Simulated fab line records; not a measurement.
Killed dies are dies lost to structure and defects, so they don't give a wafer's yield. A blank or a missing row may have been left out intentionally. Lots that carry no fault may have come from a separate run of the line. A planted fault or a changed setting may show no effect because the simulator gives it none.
Which tool is to blame? | flow n5-finfet | Sampling: 15 lots, 45 wafers, 4 of 1938 route steps

## WHAT THE GAUGES READ, wafer by wafer
The record holds no reading of a measuring or inspecting step that can be judged against a usual standard deviation.

## WHAT TOOL EACH LOT RAN ON (gives the tool, then ch and the chambers of the sampled wafers, and finally the start)
lot  | N5_GATE_CUT_ETCH_58                | N5_GATE_CUT_EXPOSE_10             | N5_GATE_CUT_ETCH_28                | N5_GATE_CUT_ETCH_37
L793 | rie-diel-05 ch 0,1,2, day 4 14:49  | euv-scanner-01 ch 0, day 4 18:34  | rie-diel-04 ch 0,2,3, day 4 18:56  | rie-diel-04 ch 0,2,3, day 4 18:58
L795 | rie-diel-04 ch 1,2,3, day 5 02:08  | euv-scanner-02 ch 0, day 5 05:28  | rie-diel-03 ch 0,1,3, day 5 05:45  | rie-diel-03 ch 0,1,3, day 5 05:47
L798 | rie-diel-03 ch 0,1,2, day 6 02:21  | euv-scanner-02 ch 0, day 6 05:37  | rie-diel-05 ch 0,1,2, day 6 06:08  | rie-diel-05 ch 0,1,2, day 6 06:11
L800 | rie-diel-05 ch 0,2,3, day 6 10:10  | euv-scanner-02, day 6 13:25       | rie-diel-05 ch 2,3, day 6 14:13    | rie-diel-05 ch 2,3, day 6 14:15
L801 | rie-diel-05 ch 0,1,2, day 6 18:25  | euv-scanner-02, day 6 21:32       | rie-diel-03 ch 0,2,3, day 6 21:49  | rie-diel-03 ch 0,2,3, day 6 21:52
L802 | rie-diel-04 ch 0,1, day 7 01:22    | euv-scanner-02, day 7 04:29       | rie-diel-03 ch 0,1, day 7 04:47    | rie-diel-03 ch 0,1, day 7 04:49
L806 | rie-diel-04 ch 0,3, day 7 23:30    | euv-scanner-02 ch 0, day 8 03:11  | rie-diel-04 ch 1,2,3, day 8 03:28  | rie-diel-04 ch 1,2,3, day 8 03:31
L807 | rie-diel-04 ch 0,1,3, day 8 04:15  | euv-scanner-01 ch 0, day 8 08:11  | rie-diel-03 ch 0,2, day 8 08:29    | rie-diel-03 ch 0,2, day 8 08:31
L808 | rie-diel-05 ch 0,2,3, day 8 15:28  | euv-scanner-01 ch 0, day 8 18:35  | rie-diel-05 ch 0,2,3, day 8 18:56  | rie-diel-05 ch 0,2,3, day 8 18:58
L809 | rie-diel-03 ch 0,1,3, day 8 16:28  | euv-scanner-02 ch 0, day 8 20:22  | rie-diel-04 ch 0,3, day 8 20:40    | rie-diel-04 ch 0,3, day 8 20:43
L811 | rie-diel-03 ch 0,1,3, day 9 06:45  | euv-scanner-02 ch 0, day 9 09:52  | rie-diel-05 ch 0,2,3, day 9 10:13  | rie-diel-05 ch 0,2,3, day 9 10:16
L812 | rie-diel-05 ch 0,1,2, day 9 11:34  | euv-scanner-01 ch 0, day 9 14:50  | rie-diel-03 ch 0,1,2, day 9 15:07  | rie-diel-03 ch 0,1,2, day 9 15:10
L813 | rie-diel-04 ch 1,2,3, day 9 17:14  | euv-scanner-02 ch 0, day 9 21:02  | rie-diel-05 ch 0,1,2, day 9 21:30  | rie-diel-05 ch 0,1,2, day 9 21:32
L814 | rie-diel-04 ch 0,1,3, day 9 23:54  | euv-scanner-01 ch 0, day 10 03:25 | rie-diel-05 ch 0,2,3, day 10 04:06 | rie-diel-05 ch 0,2,3, day 10 04:09
L815 | rie-diel-05 ch 0,1,2, day 10 05:40 | euv-scanner-02 ch 0, day 10 09:03 | rie-diel-04 ch 0,3, day 10 09:20   | rie-diel-04 ch 0,3, day 10 09:23
- N5_GATE_CUT_ETCH_58: etches SiNx in CH3F/O2, target depth 17 nm, time 128.6 s.
- N5_GATE_CUT_EXPOSE_10: exposes mask GATE CUT, target cd 20 nm.
- N5_GATE_CUT_ETCH_28: etches underlayer in N2/H2, target depth 13 nm, time 10.4 s.
- N5_GATE_CUT_ETCH_37: etches SOC in N2/H2, target depth 60 nm, overetch 12 nm, time 90 s.

## AS READ BY THE TOOLS THEMSELVES (means over the sampled wafers that have a number; for cases with no such wafer, the mark the record gives instead)
N5_GATE_CUT_ETCH_58. Usual: CH3F_flow_sccm 30.01 sccm, standard deviation 0.097; drypump-motor-current-A 5.6 A, standard deviation 0.44; oes-product-au 0.74 a.u., standard deviation 0.043; rf-vpp-V 99.1 V, standard deviation 0.96; showerhead-plenum-p-Torr 1.99 Torr, standard deviation 0.044; throttle-valve-pct 16.40 %, standard deviation 0.11.
lot  | tool        | CH3F_flow_sccm (sccm) | drypump-motor-current-A (A) | oes-product-au (a.u.) | rf-vpp-V (V) | showerhead-plenum-p-Torr (Torr) | throttle-valve-pct (%) | flag
L793 | rie-diel-05 | 30.09                 | 5.6                         | 0.75                  | 99.3         | 2.03                            | 16.32                  |
L795 | rie-diel-04 | 30.02                 | 5.7                         | 0.73                  | 99.3         | 1.97                            | 16.48                  |
L798 | rie-diel-03 | 30.02                 | 5.2                         | 0.78                  | 98.5         | 2.01                            | 16.27                  |
L800 | rie-diel-05 | 30.05                 | 5.6                         | 0.75                  | 99.7         | 2.02                            | 16.33                  |
L801 | rie-diel-05 | 30.09                 | 5.5                         | 0.72                  | 99.2         | 2.02                            | 16.35                  |
L802 | rie-diel-04 | 30.02                 | 6.0                         | 0.76                  | 98.7         | 2.00                            | 16.43                  |
L806 | rie-diel-04 | 30.06                 | 5.4                         | 0.70                  | 99.2         | 1.99                            | 16.50                  |
L807 | rie-diel-04 | 29.96                 | 5.6                         | 0.74                  | 99.0         | 2.00                            | 16.52                  |
L808 | rie-diel-05 | 29.98                 | 5.6                         | 0.74                  | 98.7         | 2.02                            | 16.36                  |
L809 | rie-diel-03 | 30.02                 | 5.4                         | 0.80                  | 98.4         | 2.01                            | 16.41                  |
L811 | rie-diel-03 | 30.09                 | 5.4                         | 0.79                  | 99.1         | 2.01                            | 16.43                  |
L812 | rie-diel-05 | 30.01                 | 5.5                         | 0.71                  | 98.9         | 2.01                            | 16.38                  |
L813 | rie-diel-04 | 29.99                 | 5.7                         | 0.71                  | 98.5         | 1.96                            | 16.51                  |
L814 | rie-diel-04 | 30.03                 | 5.6                         | 0.72                  | 99.4         | 1.99                            | 16.53                  |
L815 | rie-diel-05 | 29.96                 | 5.6                         | 0.71                  | 99.6         | 2.01                            | 16.40                  |

N5_GATE_CUT_EXPOSE_10. Usual: exposure-dose-mJ-cm2 43.24, standard deviation 0.046; focus-offset-nm -0.1 nm, standard deviation 0.52.
lot  | tool           | exposure-dose-mJ-cm2 | focus-offset-nm (nm) | flag
L793 | euv-scanner-01 | 43.25                | -0.4                 |
L795 | euv-scanner-02 | 43.23                | 0.1                  |
L798 | euv-scanner-02 | 43.23                | -0.3                 |
L800 | euv-scanner-02 | -                    | -                    | OFF
L801 | euv-scanner-02 | -                    | -                    | OFF
L802 | euv-scanner-02 | -                    | -                    | OFF
L806 | euv-scanner-02 | 43.19                | -1.0                 |
L807 | euv-scanner-01 | 43.27                | 0.1                  |
L808 | euv-scanner-01 | 43.29                | 0.3                  |
L809 | euv-scanner-02 | 43.23                | -0.3                 |
L811 | euv-scanner-02 | 43.30                | 0.5                  |
L812 | euv-scanner-01 | 43.20                | -0.2                 |
L813 | euv-scanner-02 | 43.26                | 0.0                  |
L814 | euv-scanner-01 | 43.30                | -0.1                 |
L815 | euv-scanner-02 | 43.26                | 0.3                  |

N5_GATE_CUT_ETCH_28. Usual: drypump-motor-current-A 5.6 A, standard deviation 0.43; etch-rf-on-time-s 10.5 s, standard deviation 0.34; oes-product-au 0.63 a.u., standard deviation 0.05; rf-vpp-V 523.9 V, standard deviation 2; showerhead-plenum-p-Torr 2.54 Torr, standard deviation 0.059; throttle-valve-pct 17.92 %, standard deviation 0.15.
lot  | tool        | drypump-motor-current-A (A) | etch-rf-on-time-s (s) | oes-product-au (a.u.) | rf-vpp-V (V) | showerhead-plenum-p-Torr (Torr) | throttle-valve-pct (%) | flag
L793 | rie-diel-04 | 5.9                         | 10.3                  | 0.62                  | 523.3        | 2.49                            | 17.93                  |
L795 | rie-diel-03 | 5.4                         | 10.2                  | 0.70                  | 524.4        | 2.56                            | 17.88                  |
L798 | rie-diel-05 | 5.6                         | 10.7                  | 0.62                  | 525.8        | 2.57                            | 17.86                  |
L800 | rie-diel-05 | 5.5                         | 10.5                  | 0.64                  | 523.8        | 2.54                            | 17.84                  |
L801 | rie-diel-03 | 5.4                         | 10.3                  | 0.66                  | 524.6        | 2.58                            | 17.87                  |
L802 | rie-diel-03 | 5.4                         | 10.5                  | 0.71                  | 522.8        | 2.50                            | 17.81                  |
L806 | rie-diel-04 | 5.7                         | 10.4                  | 0.62                  | 522.2        | 2.48                            | 18.00                  |
L807 | rie-diel-03 | 5.3                         | 10.6                  | 0.67                  | 523.8        | 2.52                            | 17.80                  |
L808 | rie-diel-05 | 5.6                         | 10.6                  | 0.62                  | 524.2        | 2.56                            | 17.92                  |
L809 | rie-diel-04 | 5.8                         | 10.1                  | 0.62                  | 522.9        | 2.52                            | 17.98                  |
L811 | rie-diel-05 | 5.7                         | 10.4                  | 0.62                  | 524.2        | 2.56                            | 17.92                  |
L812 | rie-diel-03 | 5.2                         | 10.3                  | 0.74                  | 523.3        | 2.53                            | 17.69                  |
L813 | rie-diel-05 | 5.5                         | 10.8                  | 0.60                  | 524.8        | 2.56                            | 17.90                  |
L814 | rie-diel-05 | 5.6                         | 10.4                  | 0.62                  | 524.6        | 2.56                            | 17.95                  |
L815 | rie-diel-04 | 5.8                         | 10.2                  | 0.61                  | 522.5        | 2.51                            | 18.00                  |

N5_GATE_CUT_ETCH_37. Usual: drypump-motor-current-A 5.6 A, standard deviation 0.43; oes-product-au 0.67 a.u., standard deviation 0.049; rf-vpp-V 523.8 V, standard deviation 1.9; showerhead-plenum-p-Torr 2.54 Torr, standard deviation 0.059; throttle-valve-pct 17.89 %, standard deviation 0.15.
lot  | tool        | drypump-motor-current-A (A) | oes-product-au (a.u.) | rf-vpp-V (V) | showerhead-plenum-p-Torr (Torr) | throttle-valve-pct (%) | flag
L793 | rie-diel-04 | 5.9                         | 0.64                  | 521.6        | 2.49                            | 17.91                  |
L795 | rie-diel-03 | 5.4                         | 0.73                  | 523.7        | 2.56                            | 17.84                  |
L798 | rie-diel-05 | 5.5                         | 0.66                  | 524.5        | 2.57                            | 17.84                  |
L800 | rie-diel-05 | 5.5                         | 0.67                  | 524.3        | 2.54                            | 17.80                  |
L801 | rie-diel-03 | 5.4                         | 0.69                  | 524.5        | 2.58                            | 17.84                  |
L802 | rie-diel-03 | 5.4                         | 0.75                  | 522.8        | 2.50                            | 17.79                  |
L806 | rie-diel-04 | 5.7                         | 0.65                  | 523.0        | 2.48                            | 17.96                  |
L807 | rie-diel-03 | 5.4                         | 0.72                  | 522.8        | 2.52                            | 17.78                  |
L808 | rie-diel-05 | 5.6                         | 0.66                  | 523.9        | 2.56                            | 17.90                  |
L809 | rie-diel-04 | 5.8                         | 0.64                  | 523.4        | 2.52                            | 17.96                  |
L811 | rie-diel-05 | 5.6                         | 0.65                  | 524.8        | 2.56                            | 17.90                  |
L812 | rie-diel-03 | 5.2                         | 0.77                  | 523.6        | 2.53                            | 17.66                  |
L813 | rie-diel-05 | 5.5                         | 0.64                  | 524.2        | 2.56                            | 17.88                  |
L814 | rie-diel-05 | 5.6                         | 0.65                  | 525.1        | 2.56                            | 17.92                  |
L815 | rie-diel-04 | 5.8                         | 0.63                  | 523.5        | 2.51                            | 17.97                  |

## THE ANSWER, worked out from the rows above alone
Rule: lot off if the mean of its wafers having a number is beyond 3 standard deviations from the usual mean. Also off: a lot with no number at a reading for which 4 or more lots have one. Any other lot the step has rows for is counted as sound. First the gauges in route order, then the tools' own readings, where a lot's mean is used as printed above. The first step at which some lot is off is used, and at that step the reading that is off furthest; a lot without a number counts as furthest.
Off at N5_GATE_CUT_EXPOSE_10 (exposure-dose-mJ-cm2): L800, L801, L802. Without a number there: L800, L801, L802.
A tool fits if, at that step or a process step before it, it ran every lot that is off, and no sound lot after the first of them. Not one of the candidates tried fits.

## WHAT THE SIMULATOR HAD INSERTED
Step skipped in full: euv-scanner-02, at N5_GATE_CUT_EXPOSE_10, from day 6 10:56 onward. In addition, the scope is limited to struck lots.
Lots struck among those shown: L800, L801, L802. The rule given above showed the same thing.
